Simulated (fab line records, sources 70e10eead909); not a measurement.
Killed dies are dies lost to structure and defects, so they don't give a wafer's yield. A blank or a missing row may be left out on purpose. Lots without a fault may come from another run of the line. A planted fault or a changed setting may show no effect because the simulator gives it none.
Chamber matching | flow nand_harc | NHARC_P_M1_STRIP_18 on rie_diel-10: 4 sister chambers
The step strips in N2/H2. 16 wafers are shown with their chamber, then 8 later ones without.

WAFERS WITH THEIR CHAMBER
wafer  | chamber | drypump_motor_current_A (A) | throttle_valve_pct (%) | oes_product_au (a.u.)
L076.4 | 2       | 5.2                         | 14.162                 | 1.009
L076.5 | 1       | 5.1                         | 14.149                 | 1.005
L076.6 | 0       | 6.0                         | 14.179                 | 1.001
L084.2 | 2       | 5.3                         | 14.170                 | 0.996
L084.5 | 0       | 6.0                         | 14.170                 | 0.983
L084.6 | 1       | 5.1                         | 14.155                 | 0.991
L087.1 | 2       | 5.3                         | 14.166                 | 1.002
L087.4 | 1       | 5.1                         | 14.161                 | 0.998
L087.6 | 2       | 5.3                         | 14.162                 | 0.995
L088.4 | 2       | 5.2                         | 14.174                 | 1.003
L088.5 | 2       | 5.3                         | 14.166                 | 0.998
L088.6 | 3       | 5.9                         | 14.137                 | 1.000
L090.1 | 2       | 5.3                         | 14.174                 | 0.989
L090.2 | 0       | 5.9                         | 14.161                 | 0.979
L090.6 | 0       | 6.0                         | 14.177                 | 0.979
L091.1 | 2       | 5.2                         | 14.160                 | 0.989

SIGNATURES (means of the wafers above)
reading                 | chamber 0 | chamber 1 | chamber 2 | chamber 3 | scatter within a chamber
drypump_motor_current_A | 5.975     | 5.100     | 5.263     | 5.900     | 0.0468
throttle_valve_pct      | 14.17175  | 14.15500  | 14.16675  | 14.13700  | 0.00631
oes_product_au          | 0.98550   | 0.99800   | 0.99762   | 1.00000   | 0.00798
Rule: a wafer's distance from a chamber is the root of the sum, over the readings, of the square of ((its reading less the chamber's mean) divided by the reading's scatter). The wafer belongs to the nearest chamber; if the next one is less than 2 further off, it can't be placed. The scatter: the root of (the sum of the squares of (reading less its chamber's mean) over the shown wafers, divided by (wafers less chambers)).

WAFERS WITHOUT THEIR CHAMBER
wafer  | drypump_motor_current_A (A) | throttle_valve_pct (%) | oes_product_au (a.u.)
L091.2 | 5.9                         | 14.168                 | 0.998
L091.3 | 5.1                         | 14.161                 | 1.005
L093.2 | 6.0                         | 14.164                 | 0.968
L093.3 | 5.3                         | 14.174                 | 0.990
L093.4 | 5.9                         | 14.175                 | 0.990
L096.2 | 5.1                         | 14.164                 | 0.980
L096.4 | 6.0                         | 14.155                 | 0.979
L096.5 | 6.0                         | 14.164                 | 0.977

WHICH CHAMBER EACH WENT THROUGH
wafer  | from the rows above     | in truth
L091.2 | 0                       | 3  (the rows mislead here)
L091.3 | 1                       | 1
L093.2 | 0                       | 0
L093.3 | 2                       | 2
L093.4 | 0                       | 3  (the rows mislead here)
L096.2 | can't be placed: 1 or 2 | 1
L096.4 | can't be placed: 0 or 3 | 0
L096.5 | 0                       | 0
Placed correctly: 4 of 8. Can't be placed from these rows: 2 (the true chamber is among the candidates in 2). Placed wrongly: 2.
